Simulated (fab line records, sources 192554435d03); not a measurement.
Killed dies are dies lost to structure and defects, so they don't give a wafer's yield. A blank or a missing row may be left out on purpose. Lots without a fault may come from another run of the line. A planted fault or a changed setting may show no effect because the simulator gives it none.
Which tool did it? | flow n5_finfet | 8 lots, 23 wafers sampled, at 4 steps of a route of 1938

WHAT THE GAUGES READ, wafer by wafer
N5_BEOL_M13_THK_MEAS_01.
lot  | measured     | on            | M13_ILD_THK (nm)
L439 | day 12 05:06 | film_metro-01 | 839 837 853
L442 | day 12 12:05 | film_metro-02 | 834 852 841
L440 | day 12 13:41 | film_metro-01 | 830 845 830
L449 | day 14 03:56 | film_metro-01 | 823 822 828
L454 | day 14 23:26 | film_metro-01 | 1289 846
L451 | day 15 19:20 | film_metro-02 | 1289 832 845
L461 | day 18 03:52 | film_metro-01 | 833 838 838
L460 | day 18 04:12 | film_metro-01 | 835 859 847

WHICH TOOL RAN EACH LOT (tool, then ch and the chambers of the sampled wafers, then the start)
lot  | N5_BEOL_M12_VIA_ETCH_16            | N5_BEOL_M12_STRIP_37                 | N5_BEOL_M13_ILD_DEP_00
L439 | rie_diel-04 ch 0,1,3, day 11 23:26 | plasma_asher-01 ch 0,1, day 12 00:56 | pecvd-03 ch 0,2, day 12 04:57
L442 | rie_diel-03 ch 2,3, day 12 06:45   | plasma_asher-01 ch 0,1, day 12 08:17 | pecvd-03 ch 1,2, day 12 11:56
L440 | rie_diel-01 ch 0,3, day 12 07:11   | plasma_asher-01 ch 0,1, day 12 08:48 | pecvd-04 ch 0,1, day 12 13:32
L449 | rie_diel-04 ch 1,3, day 13 22:46   | plasma_asher-02 ch 0,1, day 14 00:26 | pecvd-03 ch 1,2, day 14 03:47
L454 | rie_diel-01 ch 1,3, day 14 20:04   | plasma_asher-02 ch 0,1, day 14 21:34 | pecvd-03 ch 0,1, day 14 23:17
L451 | rie_diel-03 ch 0,1,2, day 15 14:50 | plasma_asher-02 ch 0,1, day 15 16:12 | pecvd-03 ch 0,1,2, day 15 19:11
L461 | rie_diel-04 ch 0,1,2, day 17 20:37 | plasma_asher-02 ch 0, day 17 22:08   | pecvd-01 ch 0,1, day 18 03:43
L460 | rie_diel-01 ch 0,1, day 18 00:19   | plasma_asher-02 ch 0,1, day 18 02:10 | pecvd-04 ch 0,2, day 18 03:59
- N5_BEOL_M12_VIA_ETCH_16: etches SiOC in C4F8/O2/Ar, target depth 724.8 nm.
- N5_BEOL_M12_STRIP_37: strips in N2/H2.
- N5_BEOL_M13_ILD_DEP_00: deposits SiOC from DEMS/O2, target thk 837.92 nm, time 166.4 s.

THE ANSWER, worked out from the rows above alone
Rule: what is usual is taken from the lots themselves. Put in order of their means at a reading, lots are off if they are a third of the lots or fewer, leave a main group of 4 or more, and stand apart from it by a gap of 3 or more times the standard deviation of the main group's means; of several such gaps the widest counts. A main group whose means are all the same, to the digits that the tables above print for the reading, isn't used. A lot without any number at a reading at which 4 lots or more have one is off too. The other lots that the step has rows for count as sound.
Off: L454, L451, at N5_BEOL_M13_THK_MEAS_01 (M13_ILD_THK). The main group: mean 838 nm, standard deviation 7.3.
A tool fits if, at a process step before that reading, it ran every lot that is off, and no sound lot after the first of them. The gauges at N5_BEOL_M13_THK_MEAS_01 are tried like those tools. One fits: pecvd-03 at N5_BEOL_M13_ILD_DEP_00. Its last sound lot is L449 (day 14 03:47), its first lot that is off L454 (day 14 23:17): a fault that began between those two fits.

WHAT THE SIMULATOR HAD PUT IN
Process parameter drift: pecvd-03, from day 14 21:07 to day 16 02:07, at N5_BEOL_M13_ILD_DEP_00. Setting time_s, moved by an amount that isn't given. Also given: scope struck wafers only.
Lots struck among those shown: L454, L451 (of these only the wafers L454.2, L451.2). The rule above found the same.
